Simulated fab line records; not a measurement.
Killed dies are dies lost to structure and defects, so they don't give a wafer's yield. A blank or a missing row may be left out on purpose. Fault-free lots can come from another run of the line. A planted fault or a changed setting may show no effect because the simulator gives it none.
Which of the tools did it? | flow nand harc | 32 wafers from 11 lots sampled at 5 of the route's 1159 steps

## WHAT EACH GAUGE READ, for each wafer
NHARC_END_SORT_01.
lot  | measured     | on        | defect limited yield (%)
L258 | day 21 08:33 | prober-01 | 95.7 94.8 95.0
L262 | day 23 04:49 | prober-01 | 96.6 96.8

## EACH LOT AND THE TOOL THAT RAN IT (in order: tool; ch and the chambers of the sampled wafers; start)
lot  | NHARC_P_M1_DEP_33              | NHARC_P_M2_PVD_20                       | NHARC_P_BONDPAD_ETCH_12                       | NHARC_P_BONDPAD_ETCH_24
L248 | pecvd-04 ch 0,1,2, day 6 05:11 | pvd sputter-01, day 6 12:38 or earlier  | rie diel-13 ch 0,2, day 6 12:38 or earlier    | rie diel-13 ch 0,2,3, day 6 12:38
L250 | pecvd-03 ch 0,1,2, day 6 08:58 | pvd sputter-01, day 6 15:20 or earlier  | rie diel-02 ch 0,1, day 6 15:20 or earlier    | rie diel-02 ch 0,1,2, day 6 15:20
L251 | pecvd-02 ch 0,1,2, day 7 03:03 | pvd sputter-01, day 7 09:31 or earlier  | rie diel-13 ch 0,2,3, day 7 09:31 or earlier  | rie diel-01 ch 1,2,3, day 7 09:31
L253 | pecvd-04 ch 1,2, day 7 05:09   | pvd sputter-01, day 7 11:37 or earlier  | rie diel-01 ch 0,1,3, day 7 11:37 or earlier  | rie diel-13 ch 0,2,3, day 7 11:37
L255 | pecvd-02 ch 0,2, day 8 01:03   | pvd sputter-03, day 8 07:41 or earlier  | rie diel-02 ch 0,1,3, day 8 07:41 or earlier  | rie diel-02 ch 0,2,3, day 8 07:41
L257 | pecvd-02 ch 0,2, day 8 05:29   | pvd sputter-03, day 8 12:01 or earlier  | rie diel-02 ch 0,1,3, day 8 12:01 or earlier  | rie diel-02 ch 1,3, day 8 12:01
L256 | pecvd-04 ch 0,1,2, day 8 06:05 | pvd sputter-03, day 8 12:35 or earlier  | rie diel-13 ch 0,1,2, day 8 12:35 or earlier  | rie diel-02 ch 0,1,3, day 8 12:35
L258 | pecvd-02 ch 0,2, day 8 12:59   | pvd sputter-01, day 8 19:23 or earlier  | rie diel-02 ch 0,1,2, day 8 19:23 or earlier  | rie diel-13 ch 0,1,3, day 8 19:23
L262 | pecvd-04 ch 1,2, day 10 04:59  | pvd sputter-01, day 10 11:37 or earlier | rie diel-02 ch 0,1, day 10 11:37 or earlier   | rie diel-02 ch 1,2, day 10 11:37
L268 | pecvd-04 ch 0,1, day 11 00:50  | pvd sputter-02, day 11 07:31 or earlier | rie diel-01 ch 0,2,3, day 11 07:31 or earlier | rie diel-01 ch 0,1,3, day 11 07:31
L269 | pecvd-03 ch 1,2, day 11 08:46  | pvd sputter-02, day 11 15:32 or earlier | rie diel-02 ch 0,1,2, day 11 15:32 or earlier | rie diel-01 ch 0,1,2, day 11 15:32
- NHARC_P_M1_DEP_33: deposits SiCN, target thk 30 nm.
- NHARC_P_M2_PVD_20: deposits TaN, target thk 5 nm, time 8.06 s.
- NHARC_P_BONDPAD_ETCH_12: etches the open film in CHF3/O2, target depth 200 nm, time 100 s.
- NHARC_P_BONDPAD_ETCH_24: etches the open film in CF4/N2, target depth 30 nm, time 72.99 s.

## THE ANSWER, worked out from the rows above alone
Rule: the usual values come from the lots themselves. The widest of any qualifying gaps counts: lots, ordered by their means at a reading, are off when they make up no more than a third of the lots, leave a main group of 4 or more, and stand apart from it by 3 or more times the standard deviation of that group's means. If all means in a main group match to the digits the tables above print for the reading, that group is not used. Also off: a lot with no number at a reading for which 4 or more lots have one. Where the step has rows for the other lots, those lots are counted as sound.
Across all readings shown, no lot is off: no conclusion can be drawn from this.

## WHAT WAS PUT IN BY THE SIMULATOR
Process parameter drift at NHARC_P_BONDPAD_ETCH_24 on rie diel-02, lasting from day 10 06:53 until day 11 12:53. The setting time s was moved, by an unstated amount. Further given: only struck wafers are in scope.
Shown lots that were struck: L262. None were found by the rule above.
